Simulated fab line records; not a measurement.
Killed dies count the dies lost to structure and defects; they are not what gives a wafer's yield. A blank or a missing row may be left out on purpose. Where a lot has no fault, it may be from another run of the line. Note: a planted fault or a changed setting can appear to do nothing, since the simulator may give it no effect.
fab line records	flow n5-finfet
record lots=6	wafers=18	last-day=19
route steps=1938 shown BEOL_M10@1531 BEOL_M11@1536 PASSIVATION@1936
lots that met no fault: from a run of the same line without faults
start-h: hours from the record's opening day to when the first of the lot's shown wafers began	wait-h: hours from the lot's prior step to this one	" repeats the value in the row above	L1.1+2: a row that stands for several wafers	- no value, or no start given	* or withheld: withheld	< > ~ a bound
route shown NAME@n: a module of which the file shows steps, and the number in the route of the first	usual: mean/standard deviation taken from wafers without a fault	same: alike in all rows	chamber/n: place in a boat	sites: the reading at each site	_std_site: how widely they spread, as a standard deviation	_edge_site: inner sites' mean taken away from outer sites' mean	radius-mm: how far each site lies from the wafer's centre	mask NAME#n: copy n	behind: the last tool/chamber to shape the wafer	hold: reason for holding the lot/hours on hold/outcome of the hold	device: whichever transistor did not switch (one of n, p or np)	end of line: the route-end tests of the same wafers	step lacking rows: just its recipe	killed: at the first sort, the dies lost to defects and structure; wafer yield is something else	map: the dies of a wafer, with x for killed, . for not killed, _ for no die there
set.NAME: the setting that was run; set.NAME@STEP: the one run at that earlier step	model.NAME: the simulator's own value behind a step, which no gauge read
certain route steps with their lots: each step a table, each wafer a row
services: a tool's chamber out of use, with start hour (start-h, from the record's first day; less than 0 if before it), hours out, and reason
## steps
# step N5_BEOL_M10_THK_MEAS_53
# recipe thk-meas-gauge=xrf	reads=Cu_of_BEOL_M10_ECD_50
# usual M10_THK=142/3.6
lot.wafer	tool	chamber	start-h	wait-h	M10_THK[nm]
L119.3	film-metro-02	-	250.36	-	142
L119.4	"	-	"	"	145
L119.5	"	-	"	"	138
L122.1	film-metro-01	-	297.77	-	137
L122.4	"	-	"	"	139
L122.5	"	-	"	"	139
L124.1	film-metro-01	-	319.94	-	139
L124.3	"	-	"	"	149
L124.6	"	-	"	"	142
L125.3	film-metro-01	-	327.71	-	145
L125.4	"	-	"	"	145
L125.5	"	-	"	"	144
L127.1	film-metro-01	-	344.92	-	135
L127.4	"	-	"	"	142
L127.5	"	-	"	"	137
L137.1	film-metro-01	-	404.75	-	143
L137.3	"	-	"	"	144
L137.5	"	-	"	"	140
# step N5_BEOL_M10_PRE_CLEAN_55
# recipe gas=NH3	time-s=15	temp-c=withheld	rf-power-w=300
# step N5_BEOL_M10_DEP_56
# recipe material=SiCN	target-thk-a=150	temp-c=withheld	precursor=3MS/NH3	pressure-torr=3	rf-w=202	time-s=26.5
# usual showerhead-plenum-p-Torr=3.667/0.017	throttle-valve-pct=9.2/0.5
lot.wafer	tool	chamber	start-h	wait-h	showerhead-plenum-p-Torr	throttle-valve-pct
L119.3	pecvd-02	0	250.42	0.0	3.642	8.9
L119.4	"	0	"	"	3.637	9.0
L119.5	"	2	"	"	3.681	8.8
L122.1	pecvd-04	2	297.85	0.0	3.689	9.2
L122.4	"	1	"	"	3.673	10.2
L122.5	"	0	"	"	3.643	9.1
L124.1	pecvd-04	0	320.01	0.0	3.647	9.0
L124.3	"	1	"	"	3.672	10.1
L124.6	"	1	"	"	3.671	10.2
L125.3	pecvd-03	0	327.77	0.0	3.652	9.2
L125.4	"	1	"	"	3.667	9.2
L125.5	"	0	"	"	3.658	9.5
L127.1	pecvd-02	1	344.99	0.0	3.680	9.8
L127.4	"	0	"	"	3.641	9.0
L127.5	"	2	"	"	3.686	8.8
L137.1	pecvd-04	0	404.82	0.0	3.656	9.1
L137.3	"	1	"	"	3.684	10.2
L137.5	"	1	"	"	3.690	10.1
# step N5_BEOL_M10_RS_MEAS_57
# recipe thk-meas-gauge=four-point-probe	reads=Cu_of_BEOL_M10_ECD_50+Co_of_BEOL_M10_CVD_75+TaN_of_BEOL_M10_ALD_74
# usual M10_RS=0.152/0.0041
lot.wafer	tool	chamber	start-h	wait-h	M10_RS[ohm/sq]
L119.3	film-metro-01	-	250.50	0.1	0.153
L119.4	"	-	"	"	0.149
L119.5	"	-	"	"	0.156
L122.1	film-metro-02	-	297.92	0.1	0.158
L122.4	"	-	"	"	0.156
L122.5	"	-	"	"	0.155
L124.1	film-metro-01	-	320.08	0.1	0.157
L124.3	"	-	"	"	0.146
L124.6	"	-	"	"	0.153
L125.3	film-metro-02	-	327.85	0.1	0.150
L125.4	"	-	"	"	0.150
L125.5	"	-	"	"	0.151
L127.1	film-metro-01	-	345.06	0.1	0.158
L127.4	"	-	"	"	0.150
L127.5	"	-	"	"	0.154
L137.1	film-metro-01	-	404.89	0.1	0.149
L137.3	"	-	"	"	0.148
L137.5	"	-	"	"	0.152
# step N5_BEOL_M10_INSPECT_58
# recipe inspect-instrument=darkfield	mode=post-dep
# usual raw-defect-count=76/30
lot.wafer	tool	chamber	start-h	wait-h	raw-defect-count
L119.3	defect-inspect-02	-	250.52	0.0	87
L119.4	"	-	"	"	137
L119.5	"	-	"	"	51
L122.1	defect-inspect-01	-	297.95	0.0	74
L122.4	"	-	"	"	63
L122.5	"	-	"	"	77
L124.1	defect-inspect-02	-	320.10	0.0	62
L124.3	"	-	"	"	54
L124.6	"	-	"	"	37
L125.3	defect-inspect-01	-	327.88	0.0	67
L125.4	"	-	"	"	70
L125.5	"	-	"	"	41
L127.1	defect-inspect-02	-	345.08	0.0	44
L127.4	"	-	"	"	56
L127.5	"	-	"	"	87
L137.1	defect-inspect-02	-	404.91	0.0	46
L137.3	"	-	"	"	71
L137.5	"	-	"	"	56
# step N5_BEOL_M11_ILD_DEP_00
# recipe material=SiCOH_lowk	target-thk-a=3085.1	temp-c=300	precursor=DEMS/porogen	pressure-torr=5	rf-w=500	time-s=58
# step N5_BEOL_M11_CURE_71
# recipe temp-c=385	time-s=240	ambient=He/Ar	material=SiCOH_lowk
# usual lamp-power-pct=52.32/0.059	wafer_temp_C_max=386.6/0.48
lot.wafer	tool	chamber	start-h	wait-h	lamp-power-pct	wafer_temp_C_max
L119.3	uv-cure-02	0	250.80	0.2	52.25	386.3
L119.4	"	0	"	"	52.16	386.3
L119.5	"	0	"	"	52.30	386.4
L122.1	uv-cure-02	0	298.07	0.1	52.37	386.0
L122.4	"	0	"	"	52.36	386.5
L122.5	"	0	"	"	52.36	386.2
L124.1	uv-cure-02	0	320.23	0.1	52.38	387.0
L124.3	"	0	"	"	52.39	386.3
L124.6	"	0	"	"	52.33	386.5
L125.3	uv-cure-03	0	328.15	0.2	52.18	386.9
L125.4	"	0	"	"	52.27	387.5
L125.5	"	0	"	"	52.33	387.3
L127.1	uv-cure-03	0	345.23	0.1	52.30	387.4
L127.4	"	0	"	"	52.26	386.7
L127.5	"	0	"	"	52.29	387.6
L137.1	uv-cure-03	1	405.03	0.0	52.41	386.6
L137.3	"	1	"	"	52.36	387.0
L137.5	"	1	"	"	52.32	386.9
# step N5_BEOL_M11_THK_MEAS_01
# recipe reads=SiCOH_lowk_of_BEOL_M11_ILD_DEP_00
# usual M11_ILD_THK=266/3.4
lot.wafer	tool	chamber	start-h	wait-h	M11_ILD_THK[nm]
L119.3	film-metro-02	-	251.15	0.3	265
L119.4	"	-	"	"	264
L119.5	"	-	"	"	271
L122.1	film-metro-01	-	298.58	0.4	264
L122.4	"	-	"	"	266
L122.5	"	-	"	"	265
L124.1	film-metro-02	-	320.74	0.4	261
L124.3	"	-	"	"	267
L124.6	"	-	"	"	271
L125.3	film-metro-02	-	328.50	0.3	266
L125.4	"	-	"	"	264
L125.5	"	-	"	"	270
L127.1	film-metro-02	-	345.74	0.4	262
L127.4	"	-	"	"	266
L127.5	"	-	"	"	267
L137.1	film-metro-01	-	405.54	0.4	260
L137.3	"	-	"	"	260
L137.5	"	-	"	"	266
# step N5_BEOL_M11_PECVD_70
# recipe material=SiO2	target-thk-a=200	temp-c=400	precursor=TEOS/O2	pressure-torr=5.5	rf-w=450	teos-flow-sccm=53.8	gas=O2	flow-sccm=3000	time-s=22.7
# usual heater-power-w=766/88	showerhead-plenum-p-Torr=8.78/0.069	throttle-valve-pct=22.4/1.4
lot.wafer	tool	chamber	start-h	wait-h	heater-power-w	showerhead-plenum-p-Torr	throttle-valve-pct
L119.3	pecvd-04	2	251.19	0.0	747	8.88	22.7
L119.4	"	1	"	"	877	8.83	25.2
L119.5	"	2	"	"	767	8.88	22.4
L122.1	pecvd-01	2	298.62	0.0	677	8.75	21.8
L122.4	"	1	"	"	762	8.77	20.1
L122.5	"	2	"	"	678	8.75	22.1
L124.1	pecvd-04	1	320.78	0.0	1000	8.84	25.1
L124.3	"	2	"	"	767	8.89	22.6
L124.6	"	2	"	"	755	8.88	22.2
L125.3	pecvd-01	1	328.54	0.0	840	8.80	20.0
L125.4	"	2	"	"	666	8.76	22.1
L125.5	"	1	"	"	849	8.78	20.2
L127.1	pecvd-02	1	345.78	0.0	782	8.89	24.4
L127.4	"	1	"	"	773	8.89	24.3
L127.5	"	0	"	"	742	8.64	22.4
L137.1	pecvd-01	1	405.58	0.0	863	8.76	20.3
L137.3	"	0	"	"	717	8.76	22.3
L137.5	"	2	"	"	706	8.76	22.5
# step N5_BEOL_M11_HM_DEP_02
# recipe material=TiN	target-thk-a=200	temp-c=25	chamber-pressure-pa=0.49996
# usual throttle-valve-pct=30.3/0.76
lot.wafer	tool	chamber	start-h	wait-h	throttle-valve-pct
L119.3	pvd-sputter-02	-	251.25	0.0	29.1
L119.4	"	-	"	"	30.5
L119.5	"	-	"	"	30.4
L122.1	pvd-sputter-03	-	299.39	0.8	30.3
L122.4	"	-	"	"	30.8
L122.5	"	-	"	"	30.1
L124.1	pvd-sputter-01	-	321.12	0.3	31.1
L124.3	"	-	"	"	30.9
L124.6	"	-	"	"	29.5
L125.3	pvd-sputter-03	-	329.68	1.1	31.2
L125.4	"	-	"	"	29.9
L125.5	"	-	"	"	29.9
L127.1	pvd-sputter-02	-	346.74	0.9	31.0
L127.4	"	-	"	"	30.4
L127.5	"	-	"	"	30.4
L137.1	pvd-sputter-01	-	407.14	1.5	31.0
L137.3	"	-	"	"	30.8
L137.5	"	-	"	"	31.1
# step N5_BEOL_M11_COAT_59
# recipe resist=SOC	temp-c=250	time-s=60	spin-rpm=1500	resist-thk-nm=100
# step N5_BEOL_M11_COAT_60
# recipe resist=SiARC	temp-c=220	time-s=60	spin-rpm=1500	resist-thk-nm=30
# step N5_BEOL_M11_COAT_05
# recipe resist=CAR-ArF	spin-rpm=1500	resist-thk-nm=90
# usual resist-line-temp-C=22.97/0.099	spin-speed-rpm=1500.0/0.91
lot.wafer	tool	chamber	start-h	wait-h	resist-line-temp-C	spin-speed-rpm	model.CAR-ArF_of_BEOL_M11_COAT_05.thk-nm
L119.3	litho-track-03	0	251.39	-	23.06	1501.3	90.4
L119.4	"	0	"	"	23.01	1500.1	90.2
L119.5	"	0	"	"	23.03	1500.5	90.4
L122.1	litho-track-05	0	299.52	-	23.21	1500.5	90.6
L122.4	"	0	"	"	23.00	1499.8	90.4
L122.5	"	0	"	"	22.99	1497.7	90.2
L124.1	litho-track-05	0	321.26	-	23.00	1965.4	78.8
L124.3	"	0	"	"	22.92	1964.9	78.8
L124.6	"	0	"	"	22.82	1963.6	78.8
L125.3	litho-track-05	0	329.82	-	23.22	1963.3	79
L125.4	"	0	"	"	22.97	1963.5	79
L125.5	"	0	"	"	22.97	1965.3	79.4
L127.1	litho-track-04	0	346.87	-	23.04	1500.2	89.8
L127.4	"	0	"	"	23.05	1499.5	89.8
L127.5	"	0	"	"	22.97	1500.6	90
L137.1	litho-track-04	0	407.28	-	22.86	1501.2	90.4
L137.3	"	0	"	"	22.81	1500.9	90.4
L137.5	"	0	"	"	22.84	1500.8	90.6
# step N5_BEOL_M11_EBR_07
# recipe solvent=PGMEA	ebr-width-mm=1.5
# step N5_BEOL_M11_SOFTBAKE_06
# recipe temp-c=110	time-s=60	resist=CAR-ArF
# step N5_BEOL_M11_EXPOSE_08
# recipe mask-id=M11	na=1.35	source-shape=dipole	sigma-inner=0.411	sigma-outer=0.611	polarization=te	dose-mj=53.75
# step N5_BEOL_M11_PEB_09
# recipe peb-temp-c=withheld	peb-time-s=60	resist=CAR-ArF
# step N5_BEOL_M11_DEVELOP_10
# recipe develop-time-s=30	developer=TMAH	resist=CAR-ArF	rinse-liquid=diw	dry=air-spin	dev-temp-c=23
# step N5_BEOL_M11_CD_MEAS_11
# recipe target-cd-nm=64.1	landing-energy-ev=500	detector=se-inlens	polarity=opening
# usual cd-nm=64.0/0.58
lot.wafer	tool	chamber	start-h	wait-h	cd-nm
L119.3	cd-sem-01	0	251.63	-	63.8
L119.4	"	0	"	"	64.7
L119.5	"	0	"	"	64.7
L122.1	cd-sem-01	0	299.88	-	64.6
L122.4	"	0	"	"	64.8
L122.5	"	0	"	"	65.1
L124.1	cd-sem-03	0	321.62	-	64.9
L124.3	"	0	"	"	64.9
L124.6	"	0	"	"	63.7
L125.3	cd-sem-01	0	330.18	-	64.9
L125.4	"	0	"	"	65.1
L125.5	"	0	"	"	65.1
L127.1	cd-sem-01	0	347.23	-	63.8
L127.4	"	0	"	"	63.5
L127.5	"	0	"	"	63.0
L137.1	cd-sem-02	0	407.64	-	64.6
L137.3	"	0	"	"	63.5
L137.5	"	0	"	"	63.6
# step N5_BEOL_M11_OVL_MEAS_12
# recipe points-per-wafer=44
# usual M11_OVL=-0.5/0.77
lot.wafer	tool	chamber	start-h	wait-h	M11_OVL[nm]
L119.3	overlay-02	0	251.66	0.0	-0.3
L119.4	"	0	"	"	-0.3
L119.5	"	0	"	"	0.2
L122.1	overlay-02	0	299.91	0.0	-0.4
L122.4	"	0	"	"	0.2
L122.5	"	0	"	"	-0.9
L124.1	overlay-01	0	321.65	0.0	-1.5
L124.3	"	0	"	"	-0.2
L124.6	"	0	"	"	-1.1
L125.3	overlay-01	0	330.21	0.0	-0.7
L125.4	"	0	"	"	1.1
L125.5	"	0	"	"	-0.2
L127.1	overlay-02	0	347.27	0.0	-2.1
L127.4	"	0	"	"	-1.6
L127.5	"	0	"	"	-0.6
L137.1	overlay-02	0	407.67	0.0	0.7
L137.3	"	0	"	"	-0.3
L137.5	"	0	"	"	0.7
# step N5_BEOL_M11_INSPECT_13
# recipe mode=adi	inspect-instrument=brightfield
# usual raw-defect-count=441/120
lot.wafer	tool	chamber	start-h	wait-h	raw-defect-count
L119.3	defect-inspect-01	-	251.68	0.0	384
L119.4	"	-	"	"	556
L119.5	"	-	"	"	404
L122.1	defect-inspect-01	-	299.94	0.0	325
L122.4	"	-	"	"	302
L122.5	"	-	"	"	316
L124.1	defect-inspect-02	-	321.67	0.0	549
L124.3	"	-	"	"	466
L124.6	"	-	"	"	389
L125.3	defect-inspect-02	-	330.23	0.0	503
L125.4	"	-	"	"	533
L125.5	"	-	"	"	345
L127.1	defect-inspect-02	-	347.29	0.0	296
L127.4	"	-	"	"	392
L127.5	"	-	"	"	457
L137.1	defect-inspect-02	-	407.70	0.0	209
L137.3	"	-	"	"	230
L137.5	"	-	"	"	293
# step N5_BEOL_M11_DESCUM_16
# recipe chemistry=O2	time-s=7.9	source-power-w=50	bias-power-w=20	pressure-mtorr=20	rf-frequency-hz=2.712e+07	temp-c=40	resist=CAR-ArF	o2-flow-sccm=225
# step N5_BEOL_M11_ETCH_61
# recipe chemistry=CF4	target=SiARC	target-depth-a=390	mask-material=CAR-ArF	time-s=65	ion-energy-ev=80	pressure-mtorr=40	source-w=545	bias-w=36	Ar_flow_sccm=100	cf4-flow-sccm=100	ends=cleared
# usual drypump-motor-current-A=5.5/0.37	etch-rf-on-time-s=64.7/2.3	oes-product-au=0.70/0.095	rf-vpp-V=183.9/1.3	showerhead-plenum-p-Torr=2.12/0.084	throttle-valve-pct=15.52/0.27
lot.wafer	tool	chamber	start-h	wait-h	drypump-motor-current-A	etch-rf-on-time-s	oes-product-au	rf-hours-counter-h	rf-vpp-V	showerhead-plenum-p-Torr	throttle-valve-pct	model.CAR-ArF_of_BEOL_M11_COAT_05.thk-nm
L119.3	rie-diel-04	3	251.75	0.0	5.6	63.2	0.58	247	183.3	2.09	15.79	55.8
L119.4	"	0	"	"	5.8	63.5	0.78	34	181.4	2.10	15.30	55.8
L119.5	"	2	"	"	5.3	67.8	0.61	-	184.7	2.22	15.72	56
L122.1	rie-diel-06	0	300.20	0.0	4.9	67.1	0.70	57	182.7	2.08	15.32	56.2
L122.4	"	1	"	"	5.7	62.8	0.62	230	184.3	2.04	15.64	55.8
L122.5	"	0	"	"	4.9	67.4	0.70	-	183.9	2.08	15.31	55.8
L124.1	rie-diel-04	0	322.43	0.0	5.8	64.2	0.74	59	183.2	2.09	15.36	44.2
L124.3	"	2	"	"	5.2	68.2	0.59	206	184.4	2.21	15.75	44
L124.6	"	2	"	"	5.2	67.8	0.59	-	184.6	2.21	15.78	44.2
L125.3	rie-diel-06	3	330.61	0.0	5.4	65.4	0.60	216	183.0	2.03	16.01	44.6
L125.4	"	0	"	"	4.9	67.6	0.68	-	184.2	2.07	15.34	44.4
L125.5	"	3	"	"	5.3	65.6	0.61	-	183.5	2.04	16.02	44.8
L127.1	rie-diel-02	1	347.36	0.0	6.0	68.0	0.59	206	183.6	2.03	15.42	55.6
L127.4	"	2	"	"	5.5	66.2	0.84	2	184.3	2.10	15.15	55.4
L127.5	"	1	"	"	6.0	67.7	0.59	-	183.2	2.03	15.41	55.6
L137.1	rie-diel-02	3	408.08	0.0	5.7	62.9	0.84	8	183.7	2.09	15.45	55.8
L137.3	"	0	"	"	5.4	64.9	0.74	46	185.2	2.17	15.46	55.6
L137.5	"	2	"	"	5.5	66.0	0.79	-	183.2	2.09	15.19	55.8
# step N5_BEOL_M11_ETCH_62
# recipe chemistry=N2/H2	target=SOC	target-depth-a=1100	overetch-a=220	mask-material=SiARC	temp-c=40	time-s=165	ion-energy-ev=200	pressure-mtorr=30	source-w=840	bias-w=150	n2-flow-sccm=200	h2-flow-sccm=200
# usual drypump-motor-current-A=5.5/0.37	oes-product-au=0.69/0.084	rf-vpp-V=523.1/2.9	showerhead-plenum-p-Torr=2.52/0.1	throttle-valve-pct=17.78/0.26
lot.wafer	tool	chamber	start-h	wait-h	drypump-motor-current-A	oes-product-au	rf-hours-counter-h	rf-vpp-V	showerhead-plenum-p-Torr	throttle-valve-pct
L119.3	rie-diel-04	3	251.80	0.0	5.7	0.57	247	524.5	2.50	18.09
L119.4	"	0	"	"	5.8	0.76	34	522.0	2.50	17.56
L119.5	"	2	"	"	5.3	0.61	-	525.6	2.66	18.09
L122.1	rie-diel-06	0	300.25	0.0	4.9	0.70	57	521.7	2.48	17.63
L122.4	"	1	"	"	5.7	0.60	230	519.7	2.39	17.69
L122.5	"	0	"	"	4.9	0.70	-	522.0	2.48	17.60
L124.1	rie-diel-04	0	322.48	0.0	5.8	0.73	59	522.0	2.49	17.61
L124.3	"	2	"	"	5.2	0.60	206	525.7	2.64	18.13
L124.6	"	2	"	"	5.3	0.61	-	524.7	2.64	18.14
L125.3	rie-diel-06	3	330.66	0.0	5.4	0.60	216	521.1	2.41	18.18
L125.4	"	0	"	"	4.9	0.69	-	521.3	2.48	17.63
L125.5	"	3	"	"	5.4	0.60	-	518.8	2.41	18.19
L127.1	rie-diel-02	1	347.41	0.0	6.1	0.60	206	520.9	2.42	17.68
L127.4	"	2	"	"	5.5	0.84	2	522.8	2.50	17.42
L127.5	"	1	"	"	6.0	0.60	-	521.2	2.42	17.68
L137.1	rie-diel-02	3	408.13	0.0	5.7	0.82	8	523.6	2.49	17.77
L137.3	"	0	"	"	5.4	0.74	46	525.3	2.57	17.70
L137.5	"	2	"	"	5.5	0.79	-	523.6	2.49	17.43
# step N5_PASSIVATION_PROBE_49
# usual defect-limited-yield=90.9/1.4	killed_at_M0_to_M3=38/11	killed_at_M4_up=13/5.9	killed-at-contacts=14/6.4	killed-at-front-end=38/11	killed-at-other=3.3/2.5	killed-dies=107/16	killed-open=70/12	killed-short=35/7.7	sort_bin_5_function=5.3/0.94	sort_bin_6_memory=3.5/0.7	sort-n-pass=1073/16	sort-yield-pct=90.9/1.4
# same gross-dies=1180	killed-at-back-side=0	sort_bin_4_leakage[%]=0	sort_bin_8_speed[%]=0
lot.wafer	tool	chamber	start-h	wait-h	defect-limited-yield[%]	killed_at_M0_to_M3	killed_at_M4_up	killed-at-contacts	killed-at-front-end	killed-at-other	killed-dies	killed-open	killed-short	sort_bin_5_function[%]	sort_bin_6_memory[%]	sort-n-pass	sort-yield-pct[%]
L122.1	prober-02	-	341.56	0.0	94.6	25	10	11	18	0	64	44	18	3.5	1.7	1116	94.6
L122.4	prober-02	-	341.71	0.2	90.0	27	23	8	57	3	118	72	42	5.3	4.2	1062	90.0
L122.5	prober-02	-	341.76	0.2	93.1	33	17	4	25	2	81	55	25	4.0	2.5	1099	93.1
L124.1	prober-02	-	371.76	0.0	89.7	47	13	19	40	2	121	72	48	5.9	3.8	1059	89.7
L124.3	prober-02	-	371.86	0.1	90.4	37	13	14	44	5	113	82	30	6.4	2.9	1067	90.4
L124.6	prober-02	-	372.01	0.3	90.0	38	13	17	40	10	118	77	38	6.0	3.9	1062	90.0
L127.1	prober-02	-	395.80	0.0	90.6	37	36	4	32	2	111	77	32	6.1	2.7	1069	90.6
L127.4	prober-02	-	395.95	0.2	89.4	35	21	16	51	2	125	84	40	5.8	4.3	1055	89.4
L127.5	prober-02	-	396.00	0.2	91.0	52	18	11	25	0	106	77	29	5.8	2.7	1074	91.0
L137.1	prober-01	-	459.10	0.0	90.8	20	16	24	41	7	108	60	42	4.7	4.2	1072	90.8
L137.3	prober-01	-	459.20	0.1	92.2	20	11	17	44	0	92	61	28	4.7	3.0	1088	92.2
L137.5	prober-01	-	459.30	0.2	91.1	31	10	14	48	2	105	69	35	5.3	3.3	1075	91.1
# killed by level:class
L122.1 MOL_CONTACT_COAG:geometric-particle:open=9 BEOL_M0_SAQP:geometric-particle:open=6 BEOL_M1:geometric-particle:open=6 BEOL_M0:geometric-particle:open=4 BEOL_M2:geometric-particle:open=4 STARTING-WAFER:geometric-particle:open=3 STARTING-WAFER:geometric-particle:short=3 DUMMY_GATE:geometric-particle:open=2
L122.4 FIN_SAQP:geometric-particle:short=15 FIN_SAQP:geometric-particle:open=11 BEOL_M2:geometric-particle:open=10 STI_FIN_REVEAL:geometric-particle:open=7 MOL_CONTACT_COAG:geometric-particle:open=6 BEOL_M0_SAQP:geometric-particle:open=6 BEOL_M5:geometric-particle:open=6 BEOL_M0_SAQP:geometric-particle:short=5
L122.5 BEOL_M0_SAQP:geometric-particle:open=8 BEOL_M3:geometric-particle:open=8 FIN_SAQP:geometric-particle:short=6 BEOL_M2:geometric-particle:open=5 BEOL_M4:geometric-particle:open=5 STI_FIN_REVEAL:geometric-particle:open=4 GATE_CUT:geometric-particle:short=4 MOL_CONTACT_COAG:geometric-particle:open=4
L124.1 MOL_CONTACT_COAG:geometric-particle:open=18 BEOL_M3:geometric-particle:open=15 FIN_SAQP:geometric-particle:short=10 BEOL_M0_SAQP:geometric-particle:short=10 BEOL_M0_SAQP:geometric-particle:open=9 GATE_CUT:geometric-particle:short=8 BEOL_M4:geometric-particle:open=7 STI_FIN_REVEAL:geometric-particle:open=5
L124.3 BEOL_M3:geometric-particle:open=13 FIN_SAQP:geometric-particle:short=11 MOL_CONTACT_COAG:geometric-particle:open=11 FIN_SAQP:geometric-particle:open=9 BEOL_M2:geometric-particle:open=9 BEOL_M1:geometric-particle:open=8 STI_FIN_REVEAL:geometric-particle:open=5 DUMMY_GATE:geometric-particle:open=4
L124.6 MOL_CONTACT_COAG:geometric-particle:open=16 BEOL_M3:geometric-particle:open=14 GATE_CUT:geometric-particle:short=10 FIN_SAQP:geometric-particle:open=9 BEOL_M0_SAQP:geometric-particle:short=9 FIN_SAQP:geometric-particle:short=6 BEOL_M2:geometric-particle:open=5 GATE_CUT:geometric-particle:open=4
L127.1 BEOL_M4:geometric-particle:open=21 DUMMY_GATE:geometric-particle:open=9 BEOL_M2:geometric-particle:open=9 BEOL_M4:geometric-particle:short=8 BEOL_M0_SAQP:geometric-particle:short=7 STI_FIN_REVEAL:geometric-particle:open=6 BEOL_M1:geometric-particle:open=6 BEOL_M3:geometric-particle:open=6
L127.4 STI_FIN_REVEAL:geometric-particle:open=16 MOL_CONTACT_COAG:geometric-particle:open=15 BEOL_M3:geometric-particle:open=8 BEOL_M4:geometric-particle:open=7 BEOL_M4:geometric-particle:short=7 FIN_SAQP:geometric-particle:open=6 FIN_SAQP:geometric-particle:short=6 BEOL_M2:geometric-particle:open=6
L127.5 BEOL_M3:geometric-particle:open=15 BEOL_M4:geometric-particle:open=14 MOL_CONTACT_COAG:geometric-particle:open=11 FIN_SAQP:geometric-particle:short=7 BEOL_M0_SAQP:geometric-particle:short=7 BEOL_M2:geometric-particle:open=7 FIN_SAQP:geometric-particle:open=6 BEOL_M0_SAQP:geometric-particle:open=6
L137.1 MOL_CONTACT_COAG:geometric-particle:open=17 FIN_SAQP:geometric-particle:short=8 GATE_CUT:geometric-particle:short=8 FIN_SAQP:geometric-particle:open=7 MOL_CONTACT_COAG:geometric-particle:short=5 BEOL_M2:geometric-particle:open=5 ILD0:geometric-particle:short=4 BEOL_M0_SAQP:geometric-particle:open=4
L137.3 FIN_SAQP:geometric-particle:open=17 MOL_CONTACT_COAG:geometric-particle:open=10 FIN_SAQP:geometric-particle:short=7 BEOL_M0_SAQP:geometric-particle:open=7 MOL_CONTACT_COAG:geometric-particle:short=6 BEOL_M0_SAQP:geometric-particle:short=6 STI_FIN_REVEAL:geometric-particle:open=5 BEOL_M4:geometric-particle:open=5
L137.5 FIN_SAQP:geometric-particle:open=14 MOL_CONTACT_COAG:geometric-particle:open=12 BEOL_M4:geometric-particle:open=8 FIN_SAQP:geometric-particle:short=7 BEOL_M0_SAQP:geometric-particle:short=6 BEOL_M0:geometric-particle:open=6 STI_FIN_REVEAL:geometric-particle:open=5 GATE_CUT:geometric-particle:short=5
## services
tool	chamber	start-h	hours	kind
rie-diel-06	2	226.76	7.4	repair
rie-diel-04	3	236.60	5.9	repair
pvd-sputter-01	-	237.91	1.1	repair
rie-diel-02	-	257.06	72.1	repair
pecvd-01	1	274.17	12.3	repair
pecvd-01	-	275.27	0.9	repair
uv-cure-02	-	281.24	7.5	pm
pecvd-03	-	286.12	14.6	pm
pecvd-04	2	287.69	4.1	repair
uv-cure-03	-	289.04	7.5	pm
pecvd-04	-	289.55	6.0	pm
rie-diel-04	3	294.15	6.5	repair
pecvd-02	-	298.59	3.4	repair
pecvd-02	-	326.95	0.6	repair
rie-diel-02	-	329.20	14.6	pm
pecvd-04	2	331.11	30.4	repair
rie-diel-06	3	331.95	2.6	repair
pecvd-02	-	335.57	2.8	pm
rie-diel-04	-	336.59	4.8	repair
rie-diel-06	-	338.02	0.6	repair
rie-diel-06	0	347.58	3.7	repair
rie-diel-06	-	354.64	4.3	pm
uv-cure-02	-	373.16	0.4	repair
uv-cure-02	-	394.84	7.5	pm
## key
first-sign step=N5_BEOL_M11_COAT_05	reading=spin-speed-rpm	direction=up	sigmas=99+	usual=*	struck=*
effect none on later readings
model-effect step=N5_BEOL_M11_COAT_05	value=CAR-ArF_of_BEOL_M11_COAT_05.thk-nm	without=90.4	struck=78.97
model-effect step=N5_BEOL_M11_ETCH_61	value=CAR-ArF_of_BEOL_M11_COAT_05.thk-nm	without=55.8	struck=44.37
met-at N5_BEOL_M11_COAT_05
struck-wafers L124.1,L124.3,L124.6,L125.3,L125.4,L125.5
onset-between 299.52 321.26
earlier-fault kind=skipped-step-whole	tool=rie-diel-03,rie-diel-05	chamber=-	onset-h=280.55	steps=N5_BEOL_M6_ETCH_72	scope=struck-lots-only
fault kind=process-parameter-drift	tool=litho-track-05	chamber=-	onset-h=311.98	steps=N5_BEOL_M11_COAT_05	channel=spin-rpm	offset=*	shape=step	acts-in=*	stated=*
